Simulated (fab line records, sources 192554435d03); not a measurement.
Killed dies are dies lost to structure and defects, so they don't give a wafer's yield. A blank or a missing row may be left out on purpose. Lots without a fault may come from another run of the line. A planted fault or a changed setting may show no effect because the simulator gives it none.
Which tool did it? | flow n5_finfet | 10 lots, 29 wafers sampled, at 5 steps of a route of 1938

WHAT THE GAUGES READ, wafer by wafer
The record holds no reading of a measuring or inspecting step that can be judged against a usual standard deviation.

WHICH TOOL RAN EACH LOT (tool, then ch and the chambers of the sampled wafers, then the start)
lot  | N5_BEOL_M11_DESCUM_33              | N5_BEOL_M11_ETCH_65                | N5_BEOL_M11_TRENCH_ETCH_37         | N5_BEOL_M11_CURE_72           | N5_PASSIVATION_PROBE_49
L959 | rie_diel-01 ch 0,2,3, day 16 02:48 | rie_diel-01 ch 0,2,3, day 16 02:50 | rie_diel-01 ch 0,2,3, day 16 03:07 | uv_cure-01 ch 0, day 16 03:29 | -
L961 | rie_diel-05 ch 0,3, day 17 08:26   | rie_diel-05 ch 0,3, day 17 08:28   | rie_diel-05 ch 0,3, day 17 08:45   | uv_cure-03 ch 1, day 17 09:11 | -
L963 | rie_diel-01 ch 0,1,2, day 18 08:07 | rie_diel-01 ch 0,1,2, day 18 08:08 | rie_diel-01 ch 0,1,2, day 18 08:25 | uv_cure-03 ch 1, day 18 08:47 | -
L968 | rie_diel-04 ch 0,1,3, day 18 17:11 | rie_diel-04 ch 0,1,3, day 18 17:14 | rie_diel-04 ch 0,1,3, day 18 17:30 | uv_cure-02 ch 1, day 18 18:16 | -
L966 | rie_diel-04 ch 0,1,2, day 20 07:54 | rie_diel-04 ch 0,1,2, day 20 07:56 | rie_diel-04 ch 0,1,2, day 20 08:13 | uv_cure-03 ch 2, day 20 08:51 | prober-02, day 22 06:54
L969 | rie_diel-04 ch 0,1,2, day 20 10:41 | rie_diel-04 ch 0,1,2, day 20 10:43 | rie_diel-04 ch 0,1,2, day 20 11:00 | uv_cure-02 ch 2, day 20 11:23 | -
L973 | rie_diel-04 ch 0,1,2, day 21 01:07 | rie_diel-04 ch 0,1,2, day 21 01:08 | rie_diel-04 ch 0,1,2, day 21 01:25 | uv_cure-02 ch 2, day 21 01:56 | prober-02, day 23 09:14
L976 | rie_diel-04 ch 1,2,3, day 21 16:26 | rie_diel-04 ch 1,2,3, day 21 16:28 | rie_diel-04 ch 1,2,3, day 21 16:44 | uv_cure-01 ch 2, day 21 17:25 | -
L980 | rie_diel-01 ch 1,2,3, day 22 21:56 | rie_diel-01 ch 1,2,3, day 22 21:58 | rie_diel-01 ch 1,2,3, day 22 22:15 | uv_cure-02 ch 2, day 22 22:47 | prober-01, day 25 00:40
L981 | rie_diel-01 ch 3, day 23 00:34     | rie_diel-01 ch 3, day 23 00:35     | rie_diel-01 ch 3, day 23 00:52     | uv_cure-02 ch 0, day 23 01:15 | -
- N5_BEOL_M11_DESCUM_33: chemistry O2, time 7.9 s.
- N5_BEOL_M11_ETCH_65: etches SiARC in CF4, target depth 39 nm, time 65 s.
- N5_BEOL_M11_TRENCH_ETCH_37: etches SiCOH lowk in C4F6/O2, target depth 148.83 nm, time 48 s.
- N5_BEOL_M11_CURE_72: cures SiCOH lowk, time 120 s.
- N5_PASSIVATION_PROBE_49

WHAT THE TOOLS THEMSELVES READ (means of the sampled wafers that have a number; where no wafer has one, the mark that the record gives instead)
N5_BEOL_M11_DESCUM_33. Usual: drypump_motor_current_A 5.6 A, standard deviation 0.39; oes_product_au 0.82 a.u., standard deviation 0.085; rf_vpp_V 242.9 V, standard deviation 1.2; showerhead_plenum_p_Torr 2.07 Torr, standard deviation 0.053; throttle_valve_pct 20.26 %, standard deviation 0.19.
lot  | tool        | drypump_motor_current_A (A) | oes_product_au (a.u.) | rf_vpp_V (V) | showerhead_plenum_p_Torr (Torr) | throttle_valve_pct (%) | flag
L959 | rie_diel-01 | 5.8                         | 0.80                  | 243.2        | 2.07                            | 20.21                  |
L961 | rie_diel-05 | 5.7                         | 0.91                  | 243.0        | 2.05                            | 20.15                  |
L963 | rie_diel-01 | 5.6                         | 0.75                  | 242.2        | 2.06                            | 20.22                  |
L968 | rie_diel-04 | 5.5                         | 0.81                  | 243.1        | 2.10                            | 20.39                  |
L966 | rie_diel-04 | 5.3                         | 0.86                  | 244.5        | 2.12                            | 20.40                  |
L969 | rie_diel-04 | 5.3                         | 0.85                  | 243.6        | 2.12                            | 20.41                  |
L973 | rie_diel-04 | 5.2                         | 0.84                  | 243.9        | 2.12                            | 20.42                  |
L976 | rie_diel-04 | 5.4                         | 0.90                  | 242.3        | 2.07                            | 20.14                  |
L980 | rie_diel-01 | 6.0                         | 0.76                  | 242.6        | 2.09                            | 20.30                  |
L981 | rie_diel-01 | 6.2                         | 0.81                  | 244.1        | 2.10                            | 20.23                  |

N5_BEOL_M11_ETCH_65. Usual: bias_w 36.00 W, standard deviation 0.11; cf4_flow_sccm 100.01 sccm, standard deviation 0.29; drypump_motor_current_A 5.6 A, standard deviation 0.39; etch_rf_on_time_s 65.6 s, standard deviation 1.4; oes_product_au 0.69 a.u., standard deviation 0.073; rf_vpp_V 183.9 V, standard deviation 1.1; showerhead_plenum_p_Torr 2.13 Torr, standard deviation 0.048; throttle_valve_pct 15.50 %, standard deviation 0.17.
lot  | tool        | bias_w (W) | cf4_flow_sccm (sccm) | drypump_motor_current_A (A) | etch_rf_on_time_s (s) | oes_product_au (a.u.) | rf_vpp_V (V) | showerhead_plenum_p_Torr (Torr) | throttle_valve_pct (%) | flag
L959 | rie_diel-01 | 35.93      | 99.86                | 5.8                         | 66.5                  | 0.67                  | 184.3        | 2.12                            | 15.41                  |
L961 | rie_diel-05 | 36.02      | 99.95                | 5.7                         | 64.7                  | 0.77                  | 183.6        | 2.10                            | 15.34                  |
L963 | rie_diel-01 | 36.08      | 99.80                | 5.6                         | 65.4                  | 0.64                  | 184.0        | 2.11                            | 15.53                  |
L968 | rie_diel-04 | 36.00      | 100.03               | 5.5                         | 66.2                  | 0.67                  | 183.9        | 2.16                            | 15.64                  |
L966 | rie_diel-04 | 35.93      | 99.86                | 5.3                         | 65.3                  | 0.73                  | 183.3        | 2.18                            | 15.57                  |
L969 | rie_diel-04 | 36.06      | 100.05               | 5.3                         | 65.0                  | 0.72                  | 184.5        | 2.18                            | 15.57                  |
L973 | rie_diel-04 | 36.02      | 99.86                | 5.3                         | 65.4                  | 0.72                  | 185.0        | 2.17                            | 15.58                  |
L976 | rie_diel-04 | 36.08      | 99.83                | 5.4                         | 65.2                  | 0.76                  | 183.1        | 2.14                            | 15.37                  |
L980 | rie_diel-01 | 35.99      | 99.92                | 6.0                         | 65.8                  | 0.65                  | 183.8        | 2.14                            | 15.53                  |
L981 | rie_diel-01 | 36.03      | 100.02               | 6.2                         | 65.3                  | 0.69                  | 184.4        | 2.14                            | 15.38                  |

N5_BEOL_M11_TRENCH_ETCH_37. Usual: bias_w 185.1 W, standard deviation 0.57; drypump_motor_current_A 5.6 A, standard deviation 0.39; oes_product_au 0.82 a.u., standard deviation 0.086; rf_vpp_V 666 V, standard deviation 15; showerhead_plenum_p_Torr 2.83 Torr, standard deviation 0.065; throttle_valve_pct 20.84 %, standard deviation 0.19.
lot  | tool        | bias_w (W) | drypump_motor_current_A (A) | oes_product_au (a.u.) | rf_vpp_V (V) | showerhead_plenum_p_Torr (Torr) | throttle_valve_pct (%) | flag
L959 | rie_diel-01 | 185.2      | 5.8                         | 0.80                  | 665          | 2.83                            | 20.73                  |
L961 | rie_diel-05 | 185.3      | 5.7                         | 0.91                  | 646          | 2.80                            | 20.75                  |
L963 | rie_diel-01 | 185.5      | 5.6                         | 0.75                  | 661          | 2.82                            | 20.83                  |
L968 | rie_diel-04 | 184.9      | 5.5                         | 0.80                  | 687          | 2.88                            | 21.03                  |
L966 | rie_diel-04 | 185.0      | 5.3                         | 0.86                  | 677          | 2.90                            | 20.99                  |
L969 | rie_diel-04 | 184.7      | 5.3                         | 0.85                  | 677          | 2.90                            | 21.00                  |
L973 | rie_diel-04 | 169.0      | 5.3                         | 0.83                  | 632          | 2.90                            | 21.01                  | OFF
L976 | rie_diel-04 | 169.3      | 5.4                         | 0.88                  | 637          | 2.84                            | 20.76                  | OFF
L980 | rie_diel-01 | 184.8      | 6.0                         | 0.76                  | 672          | 2.84                            | 20.79                  |
L981 | rie_diel-01 | 184.8      | 6.2                         | 0.81                  | 680          | 2.84                            | 20.65                  |

N5_BEOL_M11_CURE_72. Usual: lamp_power_pct 52.32 %, standard deviation 0.053; wafer_temp_C_max 372.2, standard deviation 0.69.
lot  | tool       | lamp_power_pct (%) | wafer_temp_C_max | flag
L959 | uv_cure-01 | 52.34              | 372.8            |
L961 | uv_cure-03 | 52.35              | 372.9            |
L963 | uv_cure-03 | 52.24              | 372.7            |
L968 | uv_cure-02 | 52.29              | 372.2            |
L966 | uv_cure-03 | 52.31              | 371.4            |
L969 | uv_cure-02 | 52.28              | 371.8            |
L973 | uv_cure-02 | 52.34              | 371.7            |
L976 | uv_cure-01 | 52.32              | 371.9            |
L980 | uv_cure-02 | 52.35              | 371.7            |
L981 | uv_cure-02 | 52.28              | 371.9            |

N5_PASSIVATION_PROBE_49. Usual: defect_limited_yield 90.7 %, standard deviation 1.5; killed_at_M0_to_M3 38, standard deviation 11; killed_at_M4_up 15, standard deviation 5.5; killed_at_contacts 12, standard deviation 6; killed_at_front_end 41, standard deviation 11; killed_at_other 3.5, standard deviation 2.7; killed_dies 110, standard deviation 18; killed_open 72, standard deviation 13; killed_short 35, standard deviation 8.7; sort_bin_5_function 5.5 %, standard deviation 1.1; sort_bin_6_memory 3.4 %, standard deviation 0.63; sort_bin_8_speed 0.01 %, standard deviation 0.037; sort_n_pass 1070, standard deviation 18; sort_yield_pct 90.7 %, standard deviation 1.5.
lot  | tool      | defect_limited_yield (%) | killed_at_M0_to_M3 | killed_at_M4_up | killed_at_contacts | killed_at_front_end | killed_at_other | killed_dies | killed_open | killed_short | sort_bin_5_function (%) | sort_bin_6_memory (%) | sort_bin_8_speed (%) | sort_n_pass | sort_yield_pct (%) | flag
L966 | prober-02 | 90.7                     | 45                 | 17              | 8                  | 36                  | 4.0             | 110         | 78          | 30           | 5.6                     | 3.5                   | 0.00                 | 1070        | 90.7               |
L973 | prober-02 | 91.3                     | 35                 | 16              | 6                  | 41                  | 5.0             | 103         | 73          | 30           | 4.6                     | 3.9                   | 0.00                 | 1077        | 91.3               |
L980 | prober-01 | 90.9                     | 41                 | 20              | 7                  | 37                  | 1.7             | 107         | 73          | 32           | 5.6                     | 3.2                   | 0.00                 | 1073        | 90.9               |

THE ANSWER, worked out from the rows above alone
Rule: a lot is off if the mean of its wafers that have a number lies more than 3 standard deviations from the usual mean. A lot without any number at a reading at which 4 lots or more have one is off too. The other lots that the step has rows for count as sound. The gauges are gone through in route order, then the tools' own readings, and for those a lot's mean is taken as printed above. The first step at which some lot is off is used, and at that step the reading that is off furthest; a lot without a number counts as furthest.
Off: L973, L976, at N5_BEOL_M11_TRENCH_ETCH_37 (bias_w).
A tool fits if, at that step or a process step before it, it ran every lot that is off, and no sound lot after the first of them. One fits: rie_diel-04 at N5_BEOL_M11_DESCUM_33 and N5_BEOL_M11_ETCH_65 and N5_BEOL_M11_TRENCH_ETCH_37. At N5_BEOL_M11_DESCUM_33 its last sound lot is L969 (day 20 10:41), its first lot that is off L973 (day 21 01:07): a fault that began between those two fits.

WHAT THE SIMULATOR HAD PUT IN
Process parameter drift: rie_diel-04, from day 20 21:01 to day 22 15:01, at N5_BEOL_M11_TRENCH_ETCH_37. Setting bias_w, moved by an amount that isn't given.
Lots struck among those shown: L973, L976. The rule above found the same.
